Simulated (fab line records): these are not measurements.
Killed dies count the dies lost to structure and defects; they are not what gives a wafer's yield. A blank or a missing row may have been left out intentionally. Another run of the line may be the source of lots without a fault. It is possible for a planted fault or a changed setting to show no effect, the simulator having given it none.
The same fault as seen by 2 desks :: flow n5 finfet :: each desk has only its own numbers; what lay behind them comes last

== THE TOOL OWNER'S DESK: litho track-03 ==
The tool's own readings at N5_DUMMY_GATE_COAT_34 (time 60 s, resist thk 60 nm): means of the sampled wafers that have a number, for each lot that ran on this tool. Any lot whose mean is over 4 standard deviations away from the usual mean is out of limits and marked OUT; that distance is given in the brackets.
Columns: A = exhaust pa at N5_DUMMY_GATE_COAT_34, usual 44.9 Pa; B = spin speed rpm at N5_DUMMY_GATE_COAT_34, usual 1499.8 rpm
lot: L158
first seen here: day 3 21:56
A: 44.9
B: 1498.8

lot: L166
first seen here: day 5 23:44
A: 45.7
B: 1546.6 (+43) OUT

lot: L167
first seen here: day 6 03:14
A: 45.5
B: 1546.1 (+42) OUT
Finding of this desk: L166, L167 out of limits; the first was L166 at day 5 23:44, on spin speed rpm at N5_DUMMY_GATE_COAT_34. L158 stayed within limits.

== AT THE METROLOGY DESK ==
What the gauges read for every lot (on any tool): the sampled wafers with a number, averaged. Any lot whose mean is over 4 standard deviations away from the usual mean is out of limits and marked OUT; that distance is given in the brackets. It has 10 readings; the 7 that lie furthest out on some lot are the ones shown.
Columns: A = DIBL_N at N5_BEOL_M4_RC_MEAS_101, usual 35.9 mV/V; B = DIBL_P at N5_BEOL_M4_RC_MEAS_101, usual 35.9 mV/V; C = IOFF_N at N5_BEOL_M4_RC_MEAS_101, usual 0.149 nA/um; D = ION_N at N5_BEOL_M4_RC_MEAS_101, usual 671 uA/um; E = SS_N at N5_BEOL_M4_RC_MEAS_101, usual 71.4 mV/dec; F = SS_P at N5_BEOL_M4_RC_MEAS_101, usual 73.2 mV/dec; G = VT_N at N5_BEOL_M4_RC_MEAS_101, usual 250.6 mV
lot: L158
first seen here: day 11 03:17
A: 34.0
B: 35.8
C: 0.124
D: 658
E: 70.8
F: 73.1
G: 254.5

lot: L166
first seen here: day 12 05:09
A: 36.5
B: 34.2
C: 0.131
D: 659
E: 70.8
F: 72.3
G: 251.7

lot: L167
first seen here: day 12 20:28
A: 34.8
B: 35.4
C: 0.131
D: 662
E: 71.4
F: 72.9
G: 253.8

lot: L176
first seen here: day 14 11:33
A: 35.1
B: 34.9
C: 0.133
D: 667
E: 71.2
F: 72.6
G: 251.8
This desk found nothing out of limits on any of the 4 lots.

== TAKEN TOGETHER ==
The tool owner's desk could have raised an alarm at day 5 23:44, on L166, L167.
At the metrology desk, nothing out of limits was observed.
The metrology desk has L166, L167 on record, within its limits.
Every lot named ran N5_DUMMY_GATE_COAT_34 on litho track-03.

== WHAT THE SIMULATOR HAD INSERTED ==
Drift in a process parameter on litho track-03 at N5_DUMMY_GATE_COAT_34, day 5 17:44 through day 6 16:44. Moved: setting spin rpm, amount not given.
Lots struck among those shown: L166, L167.
How many hours passed from the start of the fault until each desk's first out-of-limits reading: the tool owner's desk, 6.
